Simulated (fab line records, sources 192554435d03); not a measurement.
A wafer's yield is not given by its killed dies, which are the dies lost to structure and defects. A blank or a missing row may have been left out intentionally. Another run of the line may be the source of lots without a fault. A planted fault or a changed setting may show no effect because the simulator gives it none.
A struck lot beside a sound one | flow n5_finfet | 44 out of 1938 route steps
Sound: wafers L227.1, L227.5, L227.6. Struck: wafer L240.2 (left out: L240.1, a lot-mate that was not struck); the cause follows at the end.
For every step that has rows: the tool of each side, followed by ch and its chambers, followed by its first start. Under that, the readings that differ: sound wafers | struck wafers | difference of the means | sigmas: that difference in standard deviations of wafers without a fault.
alike: same words and numbers on both sides, and readings whose means sit less than 2 such deviations apart. not compared: any withheld reading, any reading some wafer has no value for, any bound like >300 that may hide the same value, and any number with overlapping values for which the record gives no deviation.
A row with sigmas, a row that says differs or no value, or rows on one side alone: a step with any of these is where the two part. Numbers that have no deviation but don't overlap get no sigmas and don't part them. A reading missing from all wafers of one side parts the sides only when that side holds two or more wafers.

first, 3 steps without rows for these wafers: N5_PMOS_HMC_CHANNEL_EPI_PRECLEAN_37 (cleans in O3/DIW, time 45 s); N5_PMOS_HMC_CHANNEL_EPI_PRECLEAN_24 (cleans in DHF, time 30 s); N5_PMOS_HMC_CHANNEL_EPI_SRD_25 (time 30 s).
N5_PMOS_HMC_CHANNEL_EPI_EPI_26: deposits Si from SiH4/H2, target thk 3.8 nm, time 22.7 s.
  sound on epi_rpcvd-03 ch 0, day 1 19:55; struck on epi_rpcvd-02 ch 0, day 5 02:54
  alike: throttle_valve_pct
N5_PMOS_HMC_CHANNEL_EPI_INSPECT_30: inspects for defects (darkfield).
  sound: defect_inspect-02 at day 1 20:17; struck: defect_inspect-02 at day 5 03:22
  alike: raw_defect_count
then, 6 steps without rows for these wafers: N5_FIN_SAQP_PRECLEAN_42 (cleans in O3/DIW, time 60 s); N5_FIN_SAQP_PRECLEAN_00 (cleans in SC1, time 60 s); N5_FIN_SAQP_PRECLEAN_44 (cleans in SC2, time 45 s); N5_FIN_SAQP_SRD_01 (time 30 s); N5_FIN_SAQP_ALD_61 (deposits SiO2, target thk 4 nm, pulse time 1 s, purge time 2 s); N5_FIN_SAQP_DENSIFY_62 (time 60 s).
N5_FIN_SAQP_HM_DEP_03: deposits SiNx from SiH4/NH3/N2, target thk 38 nm, time 33.6 s.
  sound on pecvd-01 ch 0,1,2, day 1 20:54; struck on pecvd-04 ch 0, day 5 03:59
  reading                                      | sound             | struck | difference | sigmas
  showerhead_plenum_p_Torr (Torr)              | 5.08 5.13 5.14    | 4.99   | -0.13      | -2
  model.SiNx_of_FIN_SAQP_HM_DEP_03.thk_nm (nm) | 38.05 38.48 38.41 | 29.93  | -8.38      |
  alike: heater_power_w, throttle_valve_pct
N5_FIN_SAQP_THK_MEAS_05:
  sound: film_metro-02 at day 1 20:59; struck: film_metro-02 at day 5 04:06
  reading     | sound          | struck | difference | sigmas
  thk_nm (nm) | 38.1 38.5 38.4 | 29.9   | -8.4       | -20
N5_FIN_SAQP_PECVD_47: deposits a-Si from SiH4/He, target thk 45 nm, time 36.3 s.
  sound on pecvd-02 ch 0,2, day 1 21:01; struck on pecvd-04 ch 0, day 5 04:08
  alike: heater_power_w, showerhead_plenum_p_Torr, throttle_valve_pct
then, 2 steps without rows for these wafers: N5_FIN_SAQP_PECVD_48 (deposits SiNx from SiH4/NH3/N2, target thk 25 nm, time 22.1 s); N5_FIN_SAQP_PECVD_06 (deposits a-Si from SiH4/He, target thk 60 nm, time 48.1 s).
N5_FIN_SAQP_THK_MEAS_07:
  sound: film_metro-02 at day 1 21:11; struck: film_metro-02 at day 5 04:23
  alike: thk_nm
then, 9 steps without rows for these wafers: N5_FIN_SAQP_HM_DEP_72 (deposits SiO2 from SiH4/N2O, target thk 12 nm, time 7.2 s); N5_FIN_SAQP_COAT_49 (time 60 s, resist thk 100 nm); N5_FIN_SAQP_COAT_50 (time 60 s, resist thk 35 nm); N5_FIN_SAQP_COAT_10 (resist thk 90 nm); N5_FIN_SAQP_EBR_12; N5_FIN_SAQP_SOFTBAKE_11 (time 60 s); N5_FIN_SAQP_EXPOSE_13 (exposes mask FIN CORE, target cd 35.6 nm); N5_FIN_SAQP_PEB_14 (peb time 60 s); N5_FIN_SAQP_DEVELOP_15 (develop time 30 s).
N5_FIN_SAQP_CD_MEAS_16: the cd target is 35.6 nm.
  sound on cd_sem-01 ch 0, day 1 21:35; struck on cd_sem-02 ch 0, day 5 04:53
  alike: cd_nm
N5_FIN_SAQP_OVL_MEAS_17:
  sound on overlay-01 ch 0, day 1 21:37; struck on overlay-01 ch 0, day 5 04:56
  alike: FIN_CORE_OVL
N5_FIN_SAQP_INSPECT_18: inspects for defects (brightfield).
  sound: defect_inspect-02 at day 1 21:38; struck: defect_inspect-02 at day 5 04:57
  alike: raw_defect_count
then, 2 steps without rows for these wafers: N5_FIN_SAQP_DESCUM_21 (chemistry O2, time 7.9 s); N5_FIN_SAQP_ETCH_51 (etches SiARC in CF4, target depth 45.5 nm, time 75.8 s).
N5_FIN_SAQP_ETCH_52: etches SOC in N2/H2, target depth 100 nm, overetch 20 nm, time 150 s.
  sound on rie_diel-02 ch 0,1,3, day 1 21:46; struck on rie_diel-06 ch 3, day 5 05:05
  alike: drypump_motor_current_A, oes_product_au, rf_vpp_V, showerhead_plenum_p_Torr, throttle_valve_pct
  not compared: rf_hours_counter_h
then, 7 steps without rows for these wafers: N5_FIN_SAQP_STRIP_53 (strips in N2/H2); N5_FIN_SAQP_HM_OPEN_73 (chemistry CHF3/O2, target SiO2, stops on a-Si, target depth 12 nm, time 16.8 s); N5_FIN_SAQP_STRIP_74 (strips in CHF3/O2); N5_FIN_SAQP_MANDREL_ETCH_22 (etches a-Si in HBr/Cl2, stops on SiNx, target depth 60 nm, bt time 10 s, time 30 s); N5_FIN_SAQP_STRIP_55 (strips in N2/H2); N5_FIN_SAQP_STRIP_23 (strips in SPM, time 750 s); N5_FIN_SAQP_SRD_66 (time 30 s).
N5_FIN_SAQP_RECESS_75: chemistry HF/NH3, target SiO2, target depth 14.4 nm, afs cycles 3, sublimation time 60 s.
  sound on vapor_etch-01 ch 0,1, day 1 22:23; struck on vapor_etch-02 ch 0, day 5 05:49
  alike: drypump_motor_current_A
N5_FIN_SAQP_SPACER1_ALD_24: deposits SiO2, target thk 20.3 nm, pulse time 1 s, purge time 2 s.
  sound on ald_sin-04 ch 0,3, day 1 22:46; struck on ald_sin-01 ch 0, day 5 06:12
  alike: heater_power_w, precursor_pulse_height_rel
N5_FIN_SAQP_HM_OPEN_33: chemistry CH3F/O2, target SiNx, target depth 49.4 nm, time 70.6 s.
  sound on rie_diel-04 ch 0,2,3, day 2 01:17; struck on rie_diel-02 ch 3, day 5 08:49
  reading                         | sound             | struck | difference | sigmas
  etch_rf_on_time_s (s)           | 68.3 69.7 69.5    | 54.6   | -14.6      | -12
  showerhead_plenum_p_Torr (Torr) | 2.01 1.96 1.92    | 2.12   | +0.16      | +3
  model.etch.depth_nm (nm)        | 37.28 37.85 37.69 | 29.29  | -8.32      |
  alike: drypump_motor_current_A, oes_product_au, rf_vpp_V, throttle_valve_pct
  not compared: rf_hours_counter_h
N5_STI_FIN_REVEAL_RECESS_09: chemistry HF/NH3, target SiO2, afs cycles 11, target depth 42.5 nm, sublimation time 60 s.
  sound on vapor_etch-01 ch 0,1, day 2 10:05; struck on vapor_etch-01 ch 1, day 5 16:47
  reading                                      | sound        | struck | difference | sigmas
  model.SiNx_of_FIN_SAQP_HM_DEP_03.thk_nm (nm) | 18 18.4 18.4 | 10     | -8         |
  alike: drypump_motor_current_A
-- a jump in the record: the struck wafers' starts before and after are 5 days apart (it breaks off in module STI_FIN_REVEAL and resumes in module BEOL_M4, where the first step shown is number 1111 of the route) --
N5_BEOL_M4_RC_MEAS_101:
  sound on prober-02 ch 0, day 7 12:51; struck on prober-01 ch 0, day 10 20:19
  alike: DIBL_N, DIBL_P, IOFF_N, IOFF_P, ION_N, ION_P, SS_N, SS_P, VT_N, VT_P

## WHERE THEY PART
Earliest at N5_FIN_SAQP_HM_DEP_03; latest, in this record, at N5_FIN_SAQP_HM_OPEN_33. Later steps at which nothing parts them and some readings are alike: N5_STI_FIN_REVEAL_RECESS_09, N5_BEOL_M4_RC_MEAS_101.

WHY: what the simulator had put in
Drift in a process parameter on pecvd-04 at N5_FIN_SAQP_HM_DEP_03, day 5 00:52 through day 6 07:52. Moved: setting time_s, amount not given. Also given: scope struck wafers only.
